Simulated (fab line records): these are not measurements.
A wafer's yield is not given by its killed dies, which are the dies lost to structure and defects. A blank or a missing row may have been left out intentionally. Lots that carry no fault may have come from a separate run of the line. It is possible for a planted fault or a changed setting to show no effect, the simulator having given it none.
Lot-split experiment + flow n5_finfet + route with 1938 steps; 7 lots, 21 wafers read

ON THE SPLIT
At N5_GATE_CUT_COAT_27 (time 60 s, resist thk 10 nm), the setting spin_rpm was moved away from the recipe's 1500 rpm on 4 of the 21 wafers read, by -11.1% to +5.7%. This setting was run at the recipe's value on the other wafers.

FROM SPLIT TO READING: 1 step shown by the file between the two
- N5_GATE_CUT_DESCUM_18: chemistry O2, time 7 s (also split here: time_s)

THE READING
etch.depth_nm (the simulator's own value, which no gauge read), in nm, at N5_GATE_CUT_ETCH_28 (etches underlayer in N2/H2, target depth 13 nm, time 10.4 s). There is no usual value for it anywhere in the file. Across the 17 wafers here that went through the recipe, the average is 10.018 nm and the standard deviation 0.017 nm.

| wafer  | tool, chamber at the split | spin_rpm as run, rpm | against the recipe | etch.depth_nm, nm | against lot-mates on the recipe |
|--------|----------------------------|----------------------|--------------------|-------------------|---------------------------------|
| L077.1 | litho_track-02, 0          | 1339                 | -10.7%             | 10.61             | +0.585                          |
| L077.2 | litho_track-02, 0          | 1500                 | recipe             | 10.01             | -                               |
| L077.3 | litho_track-02, 0          | 1500                 | recipe             | 10.04             | -                               |
| L081.1 | litho_track-03, 0          | 1500                 | recipe             | 10.05             | -                               |
| L081.4 | litho_track-03, 0          | 1500                 | recipe             | 10.04             | -                               |
| L081.5 | litho_track-03, 0          | 1500                 | recipe             | 10.02             | -                               |
| L084.4 | litho_track-01, 0          | 1585                 | +5.7%              | 9.782             | -0.222                          |
| L084.5 | litho_track-01, 0          | 1500                 | recipe             | 9.998             | -                               |
| L084.6 | litho_track-01, 0          | 1500                 | recipe             | 10.01             | -                               |
| L086.1 | litho_track-02, 0          | 1500                 | recipe             | 10.01             | -                               |
| L086.3 | litho_track-02, 0          | 1500                 | recipe             | 10.04             | -                               |
| L086.5 | litho_track-02, 0          | 1500                 | recipe             | 10                | -                               |
| L088.4 | litho_track-01, 0          | 1500                 | recipe             | 10.01             | -                               |
| L088.5 | litho_track-01, 0          | 1500                 | recipe             | 10.04             | -                               |
| L088.6 | litho_track-01, 0          | 1500                 | recipe             | 10.02             | -                               |
| L091.1 | litho_track-03, 0          | 1500                 | recipe             | 10                | -                               |
| L091.2 | litho_track-03, 0          | 1500                 | recipe             | 10                | -                               |
| L091.5 | litho_track-03, 0          | 1500                 | recipe             | 10                | -                               |
| L094.1 | litho_track-02, 0          | 1333                 | -11.1%             | 10.64             | +0.620                          |
| L094.3 | litho_track-02, 0          | 1333                 | -11.1%             | 10.64             | +0.620                          |
| L094.5 | litho_track-02, 0          | 1500                 | recipe             | 10.02             | -                               |

FIT RESULTS
A straight line over all 21 wafers: etch.depth_nm changes by -0.0541 nm for each +1% of spin_rpm; r = -1.00; the points scatter about the line by 0.023 nm.
The same after taking each lot's own level away (the mean of its wafers on the recipe; 21 wafers): -0.0535 nm for each +1%; r = -1.00; scatter 0.022 nm.
On that fit, the largest move of spin_rpm shifts the reading by 0.6 nm.
Across the lots, their own levels run from 10.0000 to 10.0367 nm, a range of 2.2 times the standard deviation given above.
Consequently the slope shifts little with the lot-to-lot level, the two slopes agreeing.
Check: +0.595 nm against its lot-mates is what the line predicts for one of the wafers moved furthest among these (-11.1%) when that wafer is left out of the fit. Against them it came out at +0.62 nm.

OTHER SPLITS ON THESE WAFERS
Before the reading, these wafers also passed through other splits. Each is held against what the fit with the lots' levels taken away leaves over:
| other split on the same wafers | wafers away from the commonest value | r with etch.depth_nm (lot level and that fit taken away) |
|--------------------------------|--------------------------------------|----------------------------------------------------------|
| N5_GATE_CUT_DESCUM_18 time_s   | 9                                    | +0.05                                                    |

THE WHOLE CHAIN: every reading that the file lists as answering this split, in the file's order
| step                | what it does                                                | reading                                                                                | change (the file's fit)                | r (the file's) |
|---------------------|-------------------------------------------------------------|----------------------------------------------------------------------------------------|----------------------------------------|----------------|
| N5_GATE_CUT_COAT_27 | time 60 s, resist thk 10 nm                                 | underlayer_of_GATE_CUT_COAT_27.thk_nm (the simulator's own value, which no gauge read) | -0.0525 nm for each +1% of the setting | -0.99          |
| N5_GATE_CUT_ETCH_28 | etches underlayer in N2/H2, target depth 13 nm, time 10.4 s | etch_rf_on_time_s                                                                      | withheld for each +1% of the setting   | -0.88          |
| N5_GATE_CUT_ETCH_28 | etches underlayer in N2/H2, target depth 13 nm, time 10.4 s | etch.depth_nm (the simulator's own value, which no gauge read)                         | -0.053 nm for each +1% of the setting  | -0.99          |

FILE'S OWN FIT
etch.depth_nm changes by -0.053 nm for each +1% of spin_rpm, r = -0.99.
